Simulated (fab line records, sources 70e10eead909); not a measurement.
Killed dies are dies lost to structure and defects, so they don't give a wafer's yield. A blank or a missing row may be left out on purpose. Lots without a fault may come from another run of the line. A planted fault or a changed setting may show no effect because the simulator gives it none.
fab line records | flow nand_harc | part 2 of 2: steps 23 to 35 of 35
record lots=5 wafers=15 last_day=24
route steps=1159 shown P_BONDPAD@357 A_START@389 A_ZERO_WELL@390
lots that met no fault: from a run of the same line without faults
start_h: hours from the record's first day to the start of the lot's first wafer shown | wait_h: hours since the lot's step before | " the same as in the row above | L1.1+2: a row that stands for several wafers | - no value, or no start given | * or withheld: withheld | < > ~ a bound
route shown NAME@n: a module of which the file shows steps, and the number in the route of the first | usual: mean/standard deviation of fault-free wafers | same: alike in all rows | chamber/n: place in a boat | sites: the reading at each site | _std_site: their standard deviation | _edge_site: outer sites' mean less inner sites' | radius_mm: how far each site lies from the wafer's centre | mask NAME#n: copy n | behind: the tool/chamber that last shaped the wafer | hold: why the lot was held/for how many hours/how that ended | device: the transistor (n, p or np) that didn't switch | end of line: the same wafers' tests at the end of the route | a step without rows: its recipe alone | killed: dies lost to structure and defects at the first sort, not the wafer's yield | map: a wafer's dies, x killed, . not, _ none there
set.NAME: the setting as run; set.NAME@STEP: as run at that earlier step | model.NAME: the simulator's own value behind a step, which no gauge read
lots at some steps of the route; a table a step, a row a wafer
services: from which hour (start_h, from the record's first day; less than 0 if before it) a tool's chamber was out of use, for how many hours, and why
## steps
# step NHARC_P_BONDPAD_ANNEAL_28
# recipe temp_c=225 time_s=90
# usual wafer_temp_C_max=226.15/0.26
# columns lot.wafer tool chamber start_h wait_h wafer_temp_C_max
L082.1 rtp_anneal-02 0 178.01 - 226.05
L082.4 " 0 " " 225.89
L082.6 " 0 " " 225.90
L086.1 rtp_anneal-01 0 211.87 - 226.00
L086.2 " 0 " " 226.03
L086.4 " 0 " " 225.84
L089.1 rtp_anneal-01 0 226.08 0.3 226.15
L089.3 " 0 " " 226.56
L089.4 " 0 " " 226.46
L090.3 rtp_anneal-01 0 226.98 - 226.52
L090.4 " 0 " " 226.26
L090.5 " 0 " " 226.12
L094.2 rtp_anneal-01 0 260.27 - 226.08
L094.3 " 0 " " 226.19
L094.6 " 0 " " 226.42
# step NHARC_P_BONDPAD_CMP_19
# recipe t_overpolish_s=30 cu_recess_touch_s=16 target_thk_nm=160.81
# usual motor_current_A=12.3/1.2 overpolish_run_s=30.002/0.0089
# same t_overpolish_s=30
# columns lot.wafer tool chamber start_h wait_h motor_current_A overpolish_run_s
L082.1 cmp-03 3 178.35 - 11.9 30.002
L082.4 " 1 " " 11.3 30.014
L082.6 " 3 " " 12.6 30.001
L086.2 cmp-01 3 212.21 - 9.2 29.999
L086.1 " 1 " " 12.9 29.986
L086.4 " 2 " " 13.6 30.002
L089.4 cmp-03 0 226.46 - 10.7 30.006
L089.3 " 1 " " 11.1 29.996
L089.1 " 2 " " 11.7 29.977
L090.3 cmp-04 2 227.24 - 13.4 29.997
L090.4 " 0 " " 12.8 30.017
L090.5 " 1 " " 13.1 30.018
L094.3 cmp-03 2 260.57 - 11.6 30.005
L094.2 " 3 " " 12.4 30.002
L094.6 " 2 " " 12.2 30.000
# step NHARC_P_BONDPAD_THK_MEAS_20
# recipe thk_meas_gauge=xrf
# usual thk_nm=160.9/1.4
# columns lot.wafer tool chamber start_h wait_h thk_nm
L082.1 film_metro-02 - 178.68 - 161.6
L082.4 " - " " 159.3
L082.6 " - " " 159.7
L086.1 film_metro-01 - 212.53 - 159.2
L086.2 " - " " 163.6
L086.4 " - " " 163.3
L089.1 film_metro-02 - 226.75 - 159.8
L089.3 " - " " 160.1
L089.4 " - " " 159.2
L090.3 film_metro-02 - 227.54 - 160.3
L090.4 " - " " 158.7
L090.5 " - " " 158.4
L094.2 film_metro-02 - 260.89 - 160.0
L094.3 " - " " 157.6
L094.6 " - " " 157.9
# step NHARC_P_BONDPAD_SRD_21
# recipe time_s=30 temp_c=23 dry_time_s=20 spin_rpm=1500
# columns lot.wafer tool chamber start_h wait_h
L082.4+6+1 wet_bench-10 3,4,7 178.72 0.0
L086.4+1+2 wet_bench-08 5,1,2 212.57 0.0
L089.4+1+3 wet_bench-08 6,0,3 226.79 0.0
L090.4+3+5 wet_bench-10 5,6,7 227.60 0.1
L094.3+2+6 wet_bench-10 7,2,4 260.93 0.0
# step NHARC_P_BONDPAD_INSPECT_23
# usual raw_defect_count=310/94
# columns lot.wafer tool chamber start_h wait_h raw_defect_count
L082.1 defect_inspect-01 - 178.88 0.0 196
L082.4 " - " " 605
L082.6 " - " " 186
L086.1 defect_inspect-02 - 212.74 0.0 213
L086.2 " - " " 208
L086.4 " - " " 377
L089.1 defect_inspect-01 - 226.96 0.0 221
L089.3 " - " " 558
L089.4 " - " " 247
L090.3 defect_inspect-01 - 227.75 0.0 294
L090.4 " - " " 394
L090.5 " - " " 306
L094.2 defect_inspect-01 - 261.10 0.0 389
L094.3 " - " " 223
L094.6 " - " " 366
# step NHARC_P_BONDPAD_ACTIVATE_29
# recipe time_s=60 n2_flow_sccm=200 ar_flow_sccm=0 bias_power_w=0 chemistry=N2
# usual drypump_motor_current_A=5.9/0.42 oes_product_au=0.994/0.014 rf_vpp_V=64.2/0.85 showerhead_plenum_p_Torr=1.78/0.09
# columns lot.wafer tool chamber start_h wait_h drypump_motor_current_A oes_product_au rf_hours_counter_h rf_vpp_V showerhead_plenum_p_Torr
L082.1 rie_diel-02 0 178.95 0.1 5.3 0.981 1 64.5 1.84
L082.4 " 2 " " 5.9 0.994 1 63.5 1.67
L082.6 " 0 " " 5.3 0.972 - 65.1 1.84
L086.1 rie_diel-02 3 212.80 0.1 6.0 1.011 5 65.1 1.85
L086.2 " 0 " " 5.2 0.978 5 65.2 1.83
L086.4 " 3 " " 6.0 0.999 - 64.9 1.85
L089.1 rie_diel-02 3 227.02 0.1 6.0 0.994 7 64.3 1.85
L089.3 " 0 " " 5.3 0.979 8 64.6 1.83
L089.4 " 1 " " 6.5 0.989 3 63.8 1.64
L090.3 rie_diel-11 1 227.82 0.1 6.3 1.014 13 64.0 1.85
L090.4 " 3 " " 6.0 0.994 14 65.2 1.77
L090.5 " 0 " " 5.4 1.005 - 63.6 1.66
L094.3 rie_diel-13 3 261.16 0.1 5.6 1.013 54 65.0 1.87
L094.2 " 0 " " 5.6 0.994 62 64.9 1.90
L094.6 " 3 " " 5.6 1.005 - 64.1 1.87
# step NHARC_P_BONDPAD_PRECLEAN_30
# recipe time_s=300 temp_c=23 chemistry=DIW
# columns lot.wafer tool chamber start_h wait_h
L082.6+1+4 wet_bench-08 7,3,4 179.10 0.1
L086.1+2+4 wet_bench-08 1,2,5 212.99 0.2
L089.1+3+4 wet_bench-10 2,3,5 227.21 0.2
L090.4+5+3 wet_bench-08 4,5,0 227.96 0.1
L094.3+2+6 wet_bench-08 7,0,3 261.31 0.1
# step NHARC_P_BONDPAD_SRD_31
# recipe time_s=30 temp_c=23 dry_time_s=20 spin_rpm=1500
# columns lot.wafer tool chamber start_h wait_h
L082.6+1+4 wet_bench-08 7,3,4 - -
L086.1+2+4 wet_bench-08 1,2,5 - -
L089.1+3+4 wet_bench-10 2,3,5 - -
L090.4+5+3 wet_bench-08 4,5,0 - -
L094.3+2+6 wet_bench-08 7,0,3 - -
# step NHARC_A_START_INSPECT_01
# usual raw_defect_count=3.6/1.8
# columns lot.wafer tool chamber start_h wait_h raw_defect_count
L082.1 defect_inspect-02 - 179.34 - 5
L082.4 " - " " 5
L082.6 " - " " 3
L086.1 defect_inspect-02 - 213.23 - 3
L086.2 " - " " 2
L086.4 " - " " 4
L089.1 defect_inspect-01 - 227.43 - 2
L089.3 " - " " 3
L089.4 " - " " 3
L090.3 defect_inspect-01 - 228.22 - 4
L090.4 " - " " 3
L090.5 " - " " 7
L094.2 defect_inspect-01 - 261.57 - 4
L094.3 " - " " 4
L094.6 " - " " 6
# step NHARC_A_ZERO_WELL_PRECLEAN_00
# recipe time_s=600 temp_c=120 chemistry=SPM
# columns lot.wafer tool chamber start_h wait_h
L082.4+1+6 wet_bench-06 5,6,7 179.45 0.1
L086.4+2+1 wet_bench-03 4,7,1 213.32 0.1
L089.3+4+1 wet_bench-06 3,5,6 227.54 0.1
L090.5+4+3 wet_bench-05 3,5,0 228.30 0.1
L094.6+3+2 wet_bench-05 2,3,5 261.66 0.1
# step NHARC_A_ZERO_WELL_SRD_01
# columns lot.wafer tool chamber start_h wait_h
L082.4+1+6 wet_bench-06 5,6,7 - -
L086.4+2+1 wet_bench-03 4,7,1 - -
L089.3+4+1 wet_bench-06 3,5,6 - -
L090.5+4+3 wet_bench-05 3,5,0 - -
L094.6+3+2 wet_bench-05 2,3,5 - -
# step NHARC_A_ZERO_WELL_DEHYDRATE_02
# recipe temp_c=150 time_s=120
# usual exhaust_pa=45.2/0.84
# columns lot.wafer tool chamber start_h wait_h exhaust_pa
L082.1 litho_track-03 0 179.74 - 45.3
L082.4 " 0 " " 45.1
L082.6 " 0 " " 45.6
L086.1 litho_track-07 0 213.63 - 45.4
L086.2 " 0 " " 45.9
L086.4 " 0 " " 45.2
L089.1 litho_track-03 0 227.84 - 46.7
L089.3 " 0 " " 45.2
L089.4 " 0 " " 44.5
L090.3 litho_track-02 0 228.61 - 44.6
L090.4 " 0 " " 46.4
L090.5 " 0 " " 45.7
L094.2 litho_track-03 0 261.97 - 44.8
L094.3 " 0 " " 44.4
L094.6 " 0 " " 45.3
# step NHARC_A_ZERO_WELL_HMDS_03
# recipe time_s=30
# usual exhaust_pa=45.0/0.96
# columns lot.wafer tool chamber start_h wait_h exhaust_pa
L082.1 litho_track-03 0 - - 44.0
L082.4 " 0 " " 44.4
L082.6 " 0 " " 44.5
L086.1 litho_track-07 0 - - 46.2
L086.2 " 0 " " 45.8
L086.4 " 0 " " 44.2
L089.1 litho_track-03 0 - - 44.5
L089.3 " 0 " " 44.5
L089.4 " 0 " " 45.0
L090.3 litho_track-02 0 - - 44.4
L090.4 " 0 " " 44.1
L090.5 " 0 " " 44.0
L094.2 litho_track-03 0 - - 45.5
L094.3 " 0 " " 45.9
L094.6 " 0 " " 46.5
## services
# columns tool chamber start_h hours kind
rie_diel-11 0 157.59 5.7 repair
cmp-03 - 157.70 4.0 pm
pvd_sputter-01 - 158.00 10.0 pm
pvd_sputter-02 - 161.85 10.6 repair
litho_track-02 - 165.00 7.0 pm
cmp-03 - 175.02 2.9 repair
rie_diel-02 1 179.52 36.8 repair
rie_diel-02 2 187.59 2.4 repair
rie_diel-11 - 189.68 9.0 pm
cmp-03 - 189.99 1.3 repair
wet_bench-05 - 196.80 8.0 pm
wet_bench-10 - 206.01 0.5 repair
litho_track-03 - 213.00 7.0 pm
pvd_sputter-02 - 214.03 10.0 pm
rie_diel-02 - 220.89 0.9 repair
krf_scanner-01 - 222.42 0.1 repair
krf_scanner-01 - 230.36 1.1 repair
wet_bench-08 - 230.42 8.0 pm
cmp-03 - 235.58 1.7 repair
litho_track-05 - 237.00 7.0 pm
wet_bench-10 - 247.20 8.0 pm
krf_scanner-01 - 248.65 3.2 repair
cmp-03 - 252.89 1.4 repair
krf_scanner-01 - 256.00 4.0 pm
